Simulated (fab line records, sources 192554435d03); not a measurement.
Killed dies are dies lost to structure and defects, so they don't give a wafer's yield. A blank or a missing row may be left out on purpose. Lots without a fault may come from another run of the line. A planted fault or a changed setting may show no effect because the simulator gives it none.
Split-lot experiment | flow n5_finfet | 7 lots, 21 wafers read, on a route of 1938 steps

THE SPLIT
At N5_BEOL_M2_DESCUM_33 (chemistry O2, time 7 s), the setting time_s was moved away from the recipe's 7 s on 9 of the 21 wafers read, by -19.7% to +20.7%. The other wafers ran this setting at the recipe's value.

FROM THE SPLIT TO THE READING: what the file shows between them, 1 step
- N5_BEOL_M2_ETCH_77: etches underlayer in N2/H2, target depth 6.5 nm, time 5.2 s

THE READING
CAR-EUV_of_BEOL_M2_COAT_22.thk_nm (the simulator's own value, which no gauge read), in nm, at N5_BEOL_M2_ETCH_69 (etches SiARC in CF4, target depth 15.6 nm, time 26 s). The file gives no usual value for it. The 12 wafers here that ran the recipe average 11.1 nm, standard deviation 0.087 nm.

wafer  | tool, chamber at the split | time_s as run, s | against the recipe | CAR-EUV_of_BEOL_M2_COAT_22.thk_nm, nm | against lot-mates on the recipe
L075.1 | rie_diel-06, 3             | 7                | recipe             | 11                                    | -
L075.5 | rie_diel-06, 1,0           | 7.451            | +6.4%              | 10.6                                  | -0.4
L075.6 | rie_diel-06, 1,0           | 7.451            | +6.4%              | 10.8                                  | -0.2
L078.3 | rie_diel-05, 0,3,2         | 7                | recipe             | 11.2                                  | -
L078.5 | rie_diel-05, 0,3,2         | 7                | recipe             | 11.2                                  | -
L078.6 | rie_diel-05, 0,3,2         | 7                | recipe             | 11.2                                  | -
L079.2 | rie_diel-05, 1,2           | 6.056            | -13.5%             | 11.6                                  | +0.4
L079.4 | rie_diel-05, 2             | 7                | recipe             | 11.2                                  | -
L079.6 | rie_diel-05, 1,2           | 6.056            | -13.5%             | 11.8                                  | +0.6
L085.1 | rie_diel-02, 3,1           | 6.003            | -14.2%             | 11.6                                  | +0.4
L085.2 | rie_diel-02, 3,1           | 6.003            | -14.2%             | 11.6                                  | +0.4
L085.3 | rie_diel-02, 0             | 7                | recipe             | 11.2                                  | -
L091.3 | rie_diel-05, 2,0           | 8.451            | +20.7%             | 10.4                                  | -0.6
L091.5 | rie_diel-05, 2,0           | 8.451            | +20.7%             | 10.4                                  | -0.6
L091.4 | rie_diel-05, 1             | 7                | recipe             | 11                                    | -
L092.2 | rie_diel-02, 1,2,0         | 7                | recipe             | 11.2                                  | -
L092.3 | rie_diel-02, 1,2,0         | 7                | recipe             | 11.2                                  | -
L092.5 | rie_diel-02, 1,2,0         | 7                | recipe             | 11                                    | -
L093.3 | rie_diel-06, 3,0           | 7                | recipe             | 11.2                                  | -
L093.4 | rie_diel-06, 3,0           | 7                | recipe             | 11.2                                  | -
L093.5 | rie_diel-06, 1             | 5.622            | -19.7%             | 12                                    | +0.8
Where a row lists several chambers, the file gives one row for several wafers and doesn't say which wafer went through which chamber.

THE FIT
A straight line over all 21 wafers: CAR-EUV_of_BEOL_M2_COAT_22.thk_nm changes by -0.0389 nm for each +1% of time_s; r = -0.96; the points scatter about the line by 0.11 nm.
The same after taking each lot's own level away (the mean of its wafers on the recipe; 21 wafers): -0.033 nm for each +1%; r = -0.97; scatter 0.084 nm.
On that fit, the largest move of time_s shifts the reading by 0.68 nm.
The lots' own levels span 11.00 to 11.20 nm, that is 2.3 times the standard deviation above.
So the lot-to-lot level changes the slope: the two fits differ.
Check: with one of the wafers moved furthest among these (+20.7%) left out of the fit, the line predicts -0.708 nm for it against its lot-mates. It came out at -0.6 nm against them.

OTHER SPLITS ON THESE WAFERS
These wafers also went through other splits before the reading. Each is held against what the fit with the lots' levels taken away leaves over:
other split on the same wafers              | wafers away from the commonest value | r with CAR-EUV_of_BEOL_M2_COAT_22.thk_nm (lot level and that fit taken away)
N5_BEOL_M0_SAQP_SPACER2_ALD_26 target_thk_a | 9                                    | +0.13

THE WHOLE CHAIN: every reading that the file lists as answering this split, in the file's order
step                 | what it does                                                | reading                                                                            | change (the file's fit)                | r (the file's)
N5_BEOL_M2_DESCUM_33 | chemistry O2, time 7 s                                      | CAR-EUV_of_BEOL_M2_COAT_22.thk_nm (the simulator's own value, which no gauge read) | -0.036 nm for each +1% of the setting  | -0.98
N5_BEOL_M2_ETCH_77   | etches underlayer in N2/H2, target depth 6.5 nm, time 5.2 s | CAR-EUV_of_BEOL_M2_COAT_22.thk_nm (the simulator's own value, which no gauge read) | -0.0322 nm for each +1% of the setting | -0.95
N5_BEOL_M2_ETCH_69   | etches SiARC in CF4, target depth 15.6 nm, time 26 s        | CAR-EUV_of_BEOL_M2_COAT_22.thk_nm (the simulator's own value, which no gauge read) | -0.0342 nm for each +1% of the setting | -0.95

THE FILE'S OWN FIT
CAR-EUV_of_BEOL_M2_COAT_22.thk_nm changes by -0.0342 nm for each +1% of time_s, r = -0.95.
